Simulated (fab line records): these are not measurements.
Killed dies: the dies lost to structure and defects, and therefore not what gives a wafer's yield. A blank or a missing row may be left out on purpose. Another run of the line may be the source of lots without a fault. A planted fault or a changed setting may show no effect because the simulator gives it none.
Chamber matching | flow n5 finfet | rie diel-01 running N5_BEOL_M2_ETCHBACK_99: 4 sister chambers
The step etches SiO2 in CHF3, target depth 5 nm, time 10.4 s. 4 wafers are shown with their chamber, then 12 later ones without.

## WAFERS, EACH WITH ITS CHAMBER
wafer  | chamber | drypump motor current A (A)
L087.6 | 3       | 5.2
L089.4 | 2       | 6.4
L089.5 | 1       | 5.1
L089.6 | 0       | 4.9

## WAFERS WHOSE CHAMBER IS MISSING
wafer  | drypump motor current A (A)
L091.3 | 5.1
L091.5 | 6.5
L091.6 | 5.2
L093.2 | 5.1
L093.3 | 5.2
L093.5 | 4.9
L094.1 | 4.9
L094.5 | 4.9
L094.6 | 5.1
L095.1 | 4.9
L095.4 | 6.4
L095.5 | 6.4

## WHICH CHAMBER EACH WENT THROUGH
wafer  | from the rows above | in truth
L091.3 | 1                   | 1
L091.5 | 2                   | 2
L091.6 | 3                   | 3
L093.2 | 1                   | 1
L093.3 | 3                   | 3
L093.5 | 0                   | 0
L094.1 | 0                   | 0
L094.5 | 0                   | 0
L094.6 | 1                   | 1
L095.1 | 0                   | 0
L095.4 | 2                   | 2
L095.5 | 2                   | 2
Placed correctly: 12 of 12. Number that these rows cannot place: 0. 0 placed wrongly.
How it was worked out, from the rows above alone: a wafer's distance from a chamber is the root of the sum, over the readings, of the square of ((its reading less the chamber's mean) divided by the reading's scatter). The wafer belongs to the nearest chamber; if the next one is less than 2 further off, it can't be placed. The mean given for a chamber averages the wafers shown for that chamber. The scatter (one wafer shown for each chamber): square how far every hidden wafer sits from the nearest shown wafer, average those squares and take the square root.
